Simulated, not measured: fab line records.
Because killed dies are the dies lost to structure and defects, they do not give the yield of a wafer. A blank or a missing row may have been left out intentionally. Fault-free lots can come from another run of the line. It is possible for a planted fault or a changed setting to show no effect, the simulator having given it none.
One fault seen from 3 desks | flow nandHarc | only its own numbers are on each desk; what lay behind them is given at the end

== THE DEFECT DESK ==
Counts from the inspections along the route, per lot, as means over the sampled wafers that have a number. If a lot's mean is further than 4 standard deviations from the usual mean, the lot is out of limits and carries the mark OUT (the distance appears in the brackets).
Columns: A = rawDefectCount at NHARC_A_BONDPAD_INSPECT_23, usual 559; B = rawDefectCount at NHARC_HYBRID_BOND_INSPECT_06, usual 88
lot  | first seen here | A   | B
L118 | day 23 15:19    | 567 | 84
L117 | day 23 17:59    | 649 | 107
L119 | day 23 23:53    | 521 | 87
L124 | day 26 01:13    | 517 | 72
This desk's finding: nothing out of limits on any of the 4 lots.

== THE TOOL OWNER'S DESK: grinder-01 ==
The tool's own readings at NHARC_THIN_TSV_GRIND_00, given as means over the sampled wafers that have a number, one for each lot that went through this tool. If a lot's mean is further than 4 standard deviations from the usual mean, the lot is out of limits and carries the mark OUT (the distance appears in the brackets).
Columns: A = motorCurrentA at NHARC_THIN_TSV_GRIND_00, usual 12.002 A
lot  | first seen here | A
L117 | day 24 01:01    | 11.981
L118 | day 24 02:37    | 12.001
L119 | day 24 09:31    | 12.002
L124 | day 26 11:25    | 11.987
This desk's finding: nothing out of limits on any of the 4 lots.

== THE METROLOGY DESK ==
What the gauges read for every lot (on any tool): the sampled wafers with a number, averaged. If a lot's mean is further than 4 standard deviations from the usual mean, the lot is out of limits and carries the mark OUT (the distance appears in the brackets).
Columns: A = thkNm at NHARC_A_BONDPAD_THK_MEAS_20, usual 169.3 nm; B = overlayXNm at NHARC_HYBRID_BOND_OVL_MEAS_05, usual 1 nm; C = overlayYNm at NHARC_HYBRID_BOND_OVL_MEAS_05, usual -5 nm
lot  | first seen here | A     | B   | C
L118 | day 23 15:05    | 169.0 | -24 | 22
L117 | day 23 17:45    | 170.1 | -33 | -21
L119 | day 23 23:40    | 171.6 | -31 | -23
L124 | day 26 00:59    | 170.9 | -23 | 2
This desk's finding: nothing out of limits on any of the 4 lots.

== TAKEN TOGETHER ==
Nothing out of limits was seen by the defect desk.
Nothing out of limits was seen by the tool owner's desk.
From the metrology desk's view, nothing was out of limits.

== WHAT THE SIMULATOR HAD PUT IN ==
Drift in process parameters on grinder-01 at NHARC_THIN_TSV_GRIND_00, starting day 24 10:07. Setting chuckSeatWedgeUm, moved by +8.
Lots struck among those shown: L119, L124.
